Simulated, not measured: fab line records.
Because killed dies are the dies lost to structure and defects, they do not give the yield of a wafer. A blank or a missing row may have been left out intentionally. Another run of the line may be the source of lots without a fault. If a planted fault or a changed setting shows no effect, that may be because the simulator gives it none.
A struck lot beside a sound one / flow n5-finfet / 37 steps out of a route of 1938
Sound: wafers L562.1, L562.3, L562.5. Struck: wafer L555.2. (L555.4, L555.6 of the same lot were not struck and are left out.) The cause comes at the end.
For every step that has rows: the tool of each side, followed by ch and its chambers, followed by its first start. Under that, the readings that differ: sound wafers / struck wafers / difference of the means / sigmas: that difference in standard deviations of wafers without a fault.
alike: a reading whose means differ by less than 2 such deviations, as well as words and numbers matching on both sides. not compared: withheld readings; readings where some wafer has no value; bounds like >300 that might hide an equal value; numbers whose values overlap and for which the record gives no deviation.
Wherever a step has rows on one side only, a row that says differs or no value, or a row with sigmas, the two part there. Non-overlapping numbers with no deviation appear without sigmas and do not part them. A reading that every wafer of one side lacks parts them only if that side has two wafers or more.

first, 9 steps without rows for these wafers: N5_PMOS_HMC_CHANNEL_EPI_EXPOSE_06 (exposes mask PMOS HMC BLK, target cd 240 nm); N5_PMOS_HMC_CHANNEL_EPI_PEB_07 (peb time 60 s); N5_PMOS_HMC_CHANNEL_EPI_DEVELOP_08 (develop time 30 s); N5_PMOS_HMC_CHANNEL_EPI_DESCUM_14 (chemistry O2, time 7.9 s); N5_PMOS_HMC_CHANNEL_EPI_ETCH_32 (etches BARC in N2/H2, stops on SiO2, target depth 85.8 nm, time 50.3 s); N5_PMOS_HMC_CHANNEL_EPI_HM_OPEN_15 (chemistry CHF3/O2, target SiO2, target depth 40.6 nm, time 20.3 s); N5_PMOS_HMC_CHANNEL_EPI_STRIP_33 (strips in N2/H2); N5_PMOS_HMC_CHANNEL_EPI_STRIP_17 (strips in SPM, time 750 s); N5_PMOS_HMC_CHANNEL_EPI_ETCH_38 (etches SiO2 in CF4, target depth 1.5 nm).
N5_PMOS_HMC_CHANNEL_EPI_FIN_RECESS_16: chemistry HBr/Cl2, target Si, target depth 54 nm, time 18 s.
  sound on rie-si-04 ch 0,2, day 5 23:41; struck on rie-si-01 ch 3, day 4 06:03
reading=oes-product-au (a.u.); sound=0.992 0.975 0.993; struck=1.304; difference=+0.317; sigmas=+17
reading=model.etch.depth-nm (nm); sound=53.15 52.91 53.31; struck=86.27; difference=+33.15; sigmas=
reading=model.PMOS_HMC_CHANNEL_EPI.feature-depth-nm (nm); sound=53.15 52.91 53.31; struck=86.27; difference=+33.15; sigmas=
reading=model.SiO2_of_PMOS_HMC_CHANNEL_EPI_HM_DEP_34.thk-nm (nm); sound=30.11 30.37 30.83; struck=27.32; difference=-3.12; sigmas=
  alike: drypump-motor-current-A, he-backside-leak-sccm, throttle-valve-pct
  not compared: rf-hours-counter-h
then, 1 step without rows for these wafers: N5_PMOS_HMC_CHANNEL_EPI_PRECLEAN_36 (cleans in O3/DIW, time 45 s).
N5_PMOS_HMC_CHANNEL_EPI_PRECLEAN_18: cleans in DHF, time 30 s.
  sound on wet-bench-03 ch 0,3,5, day 5 23:47; struck on wet-bench-03 ch 3, day 4 06:10
reading=model.SiO2_of_PMOS_HMC_CHANNEL_EPI_HM_DEP_34.thk-nm (nm); sound=24.5 24.78 25.25; struck=21.82; difference=-3.02; sigmas=
then, 5 steps without rows for these wafers: N5_PMOS_HMC_CHANNEL_EPI_SRD_19 (time 30 s); N5_PMOS_HMC_CHANNEL_EPI_EPI_20 (deposits SiGe30, target thk 59 nm); N5_PMOS_HMC_CHANNEL_EPI_HM_STRIP_35 (strips SiO2 in dHF, material SiO2, target depth 39.6 nm, time 216 s); N5_PMOS_HMC_CHANNEL_EPI_SRD_39 (time 30 s); N5_PMOS_HMC_CHANNEL_EPI_CMP_21 (polishes SiGe30, target thk 54 nm).
N5_PMOS_HMC_CHANNEL_EPI_THK_MEAS_22:
  struck on film-metro-01, day 4 08:16; sound on film-metro-01, day 6 02:25
reading=HMC_CMP_THK (nm); sound=53.3 52.9 53.6; struck=59.1; difference=+5.8; sigmas=+6
then, 17 steps without rows for these wafers: N5_PMOS_HMC_CHANNEL_EPI_PRECLEAN_40 (cleans in DHF, time 30 s); N5_PMOS_HMC_CHANNEL_EPI_PRECLEAN_37 (cleans in O3/DIW, time 45 s); N5_PMOS_HMC_CHANNEL_EPI_PRECLEAN_24 (cleans in DHF, time 30 s); N5_PMOS_HMC_CHANNEL_EPI_SRD_25 (time 30 s); N5_PMOS_HMC_CHANNEL_EPI_EPI_26 (deposits Si from SiH4/H2, target thk 3.8 nm, time 22.7 s); N5_FIN_SAQP_PRECLEAN_42 (cleans in O3/DIW, time 60 s); N5_FIN_SAQP_PRECLEAN_00 (cleans in SC1, time 60 s); N5_FIN_SAQP_PRECLEAN_44 (cleans in SC2, time 45 s); N5_FIN_SAQP_SRD_01 (time 30 s); N5_FIN_SAQP_ALD_61 (deposits SiO2, target thk 4 nm, pulse time 1 s, purge time 2 s); N5_FIN_SAQP_DENSIFY_62 (time 60 s); N5_FIN_SAQP_HM_DEP_03 (deposits SiNx from SiH4/NH3/N2, target thk 38 nm, time 33.6 s); N5_FIN_SAQP_PECVD_47 (deposits a-Si from SiH4/He, target thk 45 nm, time 36.3 s); N5_FIN_SAQP_PECVD_48 (deposits SiNx from SiH4/NH3/N2, target thk 25 nm, time 22.1 s); N5_FIN_SAQP_PECVD_06 (deposits a-Si from SiH4/He, target thk 60 nm, time 48.1 s); N5_FIN_SAQP_HM_DEP_72 (deposits SiO2 from SiH4/N2O, target thk 12 nm, time 7.2 s); N5_FIN_SAQP_COAT_49 (time 60 s, resist thk 100 nm).
-- a jump in the record: the struck wafers' starts before and after are 6 days apart (it breaks off in module FIN_SAQP and resumes in module BEOL_M4, where the first step shown is number 1111 of the route) --
N5_BEOL_M4_RC_MEAS_101:
  sound on prober-01 ch 0, day 12 16:10; struck on prober-01 ch 0, day 10 14:01
reading=RS_NWELL (ohm/sq); sound=1030 1034 1037; struck=1088; difference=+54; sigmas=+8
  alike: DIBL_N, IOFF_N, ION_N, SS_N, VT_N
  not compared: CJ_P, DIBL_P, EOT_P, IGATE_P, IOFF_P, IOFF_P_85C, IOFF_P_LIN, IOFF_P_LONG, ION_P, RC_DENSE_P, RC_P, REXT_P, RS_SD_P, SS_P, VT_P, VT_P_LONG, VT_P_LVT
-- record jumps: 5 days separate the struck wafers' starts on either side; left off in module BEOL_M4, taken up again in module PASSIVATION, whose first shown step is the route's number 1936 --
N5_PASSIVATION_PROBE_49:
  struck on prober-01, day 15 07:37; sound on prober-01, day 17 15:35
reading=killed-at-contacts; sound=10 9 16; struck=25; difference=+13; sigmas=+2
reading=killed-short; sound=42 46 27; struck=21; difference=-17; sigmas=-2
reading=sort_bin_4_leakage (%); sound=0 0 0; struck=92.46; difference=+92.46; sigmas=+99 or more
reading=sort-n-pass; sound=1052 1038 1095; struck=0; difference=-1062; sigmas=-51
reading=sort-yield-pct (%); sound=89.2 88.0 92.8; struck=0; difference=-90; sigmas=-53
  alike: defect-limited-yield, killed_at_M0_to_M3, killed_at_M4_up, killed-at-front-end, killed-at-other, killed-dies, killed-on-rim, killed-open, sort_bin_5_function, sort_bin_6_memory

WHERE THEY PART
Last at N5_PASSIVATION_PROBE_49 as far as this record goes, first at N5_PMOS_HMC_CHANNEL_EPI_FIN_RECESS_16.

WHY: what had been put in by the simulator
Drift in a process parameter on rie-si-01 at N5_PMOS_HMC_CHANNEL_EPI_FIN_RECESS_16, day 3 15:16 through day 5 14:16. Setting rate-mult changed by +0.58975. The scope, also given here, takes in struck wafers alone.
